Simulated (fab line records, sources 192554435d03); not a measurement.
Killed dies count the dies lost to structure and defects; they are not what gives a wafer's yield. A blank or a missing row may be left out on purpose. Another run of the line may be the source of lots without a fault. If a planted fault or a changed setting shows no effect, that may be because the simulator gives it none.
Split-lot trial    flow n5_finfet    route with 1938 steps; 7 lots, 21 wafers read

== THE SPLIT ==
At N5_BEOL_M8_ETCH_65 (etches SiARC in CF4, target depth 15.6 nm, time 26 s), the setting source_w was moved away from the recipe's 545 W on 8 of the 21 wafers read, by -14.2% to +16.0%. For the rest of the wafers, this setting stayed at what the recipe calls for.

The reading comes from the split's own step.

== THE READING ==
rf_vpp_V, in V, at N5_BEOL_M8_ETCH_65 (etches SiARC in CF4, target depth 15.6 nm, time 26 s). Typical for fault-free wafers on this fab line: 183.9 V, with standard deviation 1.2 V.

wafer   tool, chamber at the split  source_w as run, W  against the recipe  rf_vpp_V, V  against lot-mates on the recipe
L074.1  rie_diel-03, 3              545                 recipe              183.3        -
L074.2  rie_diel-03, 1              545                 recipe              183.7        -
L074.3  rie_diel-03, 2              476.2               -12.6%              191.3        +7.8
L079.2  rie_diel-06, 1              467.7               -14.2%              194.7        +10.8
L079.3  rie_diel-06, 3              467.7               -14.2%              194.2        +10.3
L079.4  rie_diel-06, 3              545                 recipe              183.9        -
L080.1  rie_diel-06, 2              545                 recipe              185.8        -
L080.2  rie_diel-06, 3              583                 +7.0%               178.5        -6.8
L080.5  rie_diel-06, 1              545                 recipe              184.7        -
L082.1  rie_diel-05, 1              510                 -6.4%               186.5        +3.2
L082.3  rie_diel-05, 0              545                 recipe              184.2        -
L082.4  rie_diel-05, 3              545                 recipe              182.3        -
L085.1  rie_diel-06, 3              632                 +16.0%              174.8        -8.6
L085.3  rie_diel-06, 1              545                 recipe              183.4        -
L085.4  rie_diel-06, 0              632                 +16.0%              177.2        -6.2
L089.1  rie_diel-06, 0              487.3               -10.6%              192.5        +9.8
L089.3  rie_diel-06, 2              545                 recipe              184.2        -
L089.5  rie_diel-06, 3              545                 recipe              181.3        -
L091.1  rie_diel-06, 2              545                 recipe              184.4        -
L091.2  rie_diel-06, 1              545                 recipe              184.1        -
L091.5  rie_diel-06, 2              545                 recipe              185.1        -

FIT RESULTS
A straight line over all 21 wafers: rf_vpp_V changes by -0.616 V for each +1% of source_w; r = -0.96; the points scatter about the line by 1.4 V.
The same after taking each lot's own level away (the mean of its wafers on the recipe; 21 wafers): -0.626 V for each +1%; r = -0.96; scatter 1.5 V.
On that fit, the largest move of source_w shifts the reading by 10 V.
The lots' own levels span 182.75 to 185.25 V, that is 2.1 times the standard deviation above.
The two slopes are in agreement: the lot-to-lot level therefore moves the slope only a little.
Check: with one of the wafers moved furthest among these (+16.0%) left out of the fit, the line predicts -9.98 V for it against its lot-mates. Against them it came out at -8.6 V.
Tool readings at the split's step, against how far the setting was moved: etch_rf_on_time_s r = -0.95; rf_vpp_V r = -0.96.

== THE WHOLE CHAIN: every reading that the file lists as answering this split, in the file's order ==
step                what it does                                          reading            change (the file's fit)               r (the file's)
N5_BEOL_M8_ETCH_65  etches SiARC in CF4, target depth 15.6 nm, time 26 s  etch_rf_on_time_s  withheld for each +1% of the setting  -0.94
N5_BEOL_M8_ETCH_65  etches SiARC in CF4, target depth 15.6 nm, time 26 s  rf_vpp_V           -0.657 V for each +1% of the setting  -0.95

== THE FILE'S OWN FIT ==
rf_vpp_V changes by -0.657 V for each +1% of source_w, r = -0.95.
